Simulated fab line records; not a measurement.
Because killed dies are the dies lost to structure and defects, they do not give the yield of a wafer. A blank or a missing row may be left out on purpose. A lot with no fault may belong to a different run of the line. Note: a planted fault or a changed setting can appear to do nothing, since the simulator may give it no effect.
8D (eight disciplines) problem report, filled in by code    flow n5-finfet    the parts of the form that need people (team, actions taken, sign-off) are left out

## 1. WHAT WENT WRONG
Across 3 wafers from 2 lots, IOFF_N at N5_BEOL_M4_RC_MEAS_101 averages 511.46 nA/um, while fault-free wafers read 0.17 nA/um with a standard deviation of 0.033. So: +99 or more standard deviations from the usual mean.
First seen on wafer L367.1, day 10 19:17, on prober-01. Wafers with a number at this step in the record: 21, from 8 lots. Rule for "out", or "out of limits": more than 4 standard deviations from the usual mean. The rest of the wafers with a number are treated as sound.

## 2. WHAT IT IS; WHAT IT IS NOT
question                     is                                                                                                                                                               is not
which readings at this step  IOFF_N, DIBL_N, DIBL_P, IOFF_N_85C, IOFF_N_LIN, IOFF_N_LONG, IOFF_P, IOFF_P_85C, IOFF_P_LIN, ION_N, ION_P, REXT_N, REXT_P, SS_N, VT_N, VT_N_LVT, VT_P, VT_P_LVT  IGATE_N, VT_N_LONG
which lots                   L367, L369                                                                                                                                                       L363, L364, L365, L376, L380, L381
which wafers of those lots   all that have a number                                                                                                                                           -
read on which gauges         prober-01                                                                                                                                                        prober-02
when                         from day 10 19:17                                                                                                                                                up to then (9 sound wafers); but 9 sound wafers of L376, L380, L381 came after

## 3. SUSPECTS, AND WHAT RULES EACH OUT
Counting: a tool at any process step up to the reading remains a suspect when it ran all the lots that are out and ran no sound lot after the first of those.
- the gauge at N5_BEOL_M4_RC_MEAS_101 is ruled out. All the wafers that are out were read on prober-01, but those of them that N5_SD_ACTIVATION_RTA_00 has rows for are out there too, on other tools.
- rtp-anneal-01 at N5_SD_ACTIVATION_RTA_00 (time 0 s): ruled out as a lasting fault. Following L367 (day 5 16:47), the first lot on it that is out, the sound lots L380, L381 were run on it.
Left after counting: nothing in the record.

## 4. THE CAUSE (what the simulator had put in)
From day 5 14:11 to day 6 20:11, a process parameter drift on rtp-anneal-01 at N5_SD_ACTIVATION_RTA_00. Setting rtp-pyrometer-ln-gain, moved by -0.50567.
The count ruled it out by mistake, since the rule takes a fault to strike every lot its tool runs from the start of the fault on, and this one did not do so.

## 5. SEQUENCE OF EFFECTS, ordered by route
One row per reading whose mean, taken over the struck wafers that have a number, lies over 3 standard deviations from the usual. Only readings whose record carries a usual standard deviation are examined. hours: median over the lots of the time between each lot's start at the first step of this table that gives one and its start at this step. sigmas: the change, counted in usual standard deviations.
hours  step                     reading             usual           on struck wafers  change     sigmas
0      N5_SD_ACTIVATION_RTA_00  lamp-power-pct      8.96 %          10.01             +1.05      +20
0      N5_SD_ACTIVATION_RTA_00  lamp_zone_1_pct     8.950 %         10.001            +1.051     +46
0      N5_SD_ACTIVATION_RTA_00  lamp_zone_2_pct     8.950 %         9.991             +1.041     +47
0      N5_SD_ACTIVATION_RTA_00  lamp_zone_3_pct     8.950 %         10.006            +1.056     +50
0      N5_SD_ACTIVATION_RTA_00  lamp_zone_4_pct     8.949 %         10.004            +1.055     +50
0      N5_SD_ACTIVATION_RTA_00  lamp_zone_5_pct     8.954 %         10.005            +1.051     +44
0      N5_SD_ACTIVATION_RTA_00  lamp_zone_6_pct     8.882 %         9.923             +1.041     +47
0      N5_SD_ACTIVATION_RTA_00  lamp_zone_7_pct     9.350 %         10.442            +1.092     +47
118    N5_BEOL_M4_RC_MEAS_101   DIBL_N              37.1 mV/V       168.0             +130.9     +73
118    N5_BEOL_M4_RC_MEAS_101   DIBL_P              37.2 mV/V       48.4              +11.2      +5.3
118    N5_BEOL_M4_RC_MEAS_101   IOFF_N              0.17 nA/um      511.46            +511.29    +99 or more
118    N5_BEOL_M4_RC_MEAS_101   IOFF_N_85C          3.3 nA/um       2657.6            +2654.3    +99 or more
118    N5_BEOL_M4_RC_MEAS_101   IOFF_N_LIN          0.078 nA/um     30.681            +30.603    +99 or more
118    N5_BEOL_M4_RC_MEAS_101   IOFF_N_LONG         5.47e-05 nA/um  8.45e-05          +2.98e-05  +11
118    N5_BEOL_M4_RC_MEAS_101   IOFF_P              0.22 nA/um      0.80              +0.58      +16
118    N5_BEOL_M4_RC_MEAS_101   IOFF_P_85C          3.7 nA/um       11.1              +7.4       +14
118    N5_BEOL_M4_RC_MEAS_101   IOFF_P_LIN          0.100 nA/um     0.305             +0.205     +15
118    N5_BEOL_M4_RC_MEAS_101   ION_N               680 uA/um       1081              +401       +36
118    N5_BEOL_M4_RC_MEAS_101   ION_P               464 uA/um       522               +58        +7.6
118    N5_BEOL_M4_RC_MEAS_101   REXT_N              75.2 ohm.um     49.4              -25.8      -14
118    N5_BEOL_M4_RC_MEAS_101   REXT_P              100.9 ohm.um    84.5              -16.5      -6.1
118    N5_BEOL_M4_RC_MEAS_101   RS_SD_N             28.3 ohm/sq     27.0              -1.3       -4.1
118    N5_BEOL_M4_RC_MEAS_101   SS_N                71.7 mV/dec     119.2             +47.5      +75
118    N5_BEOL_M4_RC_MEAS_101   SS_P                73.6 mV/dec     75.8              +2.2       +3.3
118    N5_BEOL_M4_RC_MEAS_101   VT_N                248.9 mV        104.3             -144.6     -50
118    N5_BEOL_M4_RC_MEAS_101   VT_N_LVT            97 mV           -48               -145       -48
118    N5_BEOL_M4_RC_MEAS_101   VT_P                -251 mV         -227              +24        +6.6
118    N5_BEOL_M4_RC_MEAS_101   VT_P_LVT            -99 mV          -75               +24        +7.8
222    N5_PASSIVATION_PROBE_49  sort_bin_4_leakage  0.00 %          91.59             +91.59     +99 or more
222    N5_PASSIVATION_PROBE_49  sort-n-pass         1082            0                 -1082      -60
222    N5_PASSIVATION_PROBE_49  sort-yield-pct      91.7 %          0.0               -91.7      -61
It contains these process steps:
- N5_SD_ACTIVATION_RTA_00: time 0 s.
- N5_PASSIVATION_PROBE_49

## 6. WHAT WOULD HAVE CAUGHT IT SOONER
In this record the first reading out of limits at a measuring or inspecting step was taken at day 10 19:17, 125 hours after the fault began at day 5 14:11.
Tool's own readings at N5_SD_ACTIVATION_RTA_00, lamp-power-pct, lamp_zone_1_pct, lamp_zone_2_pct, lamp_zone_3_pct, lamp_zone_4_pct, lamp_zone_5_pct, lamp_zone_6_pct, lamp_zone_7_pct: out on all struck wafers the step has rows for; an alarm limit on them would have tripped on the first.
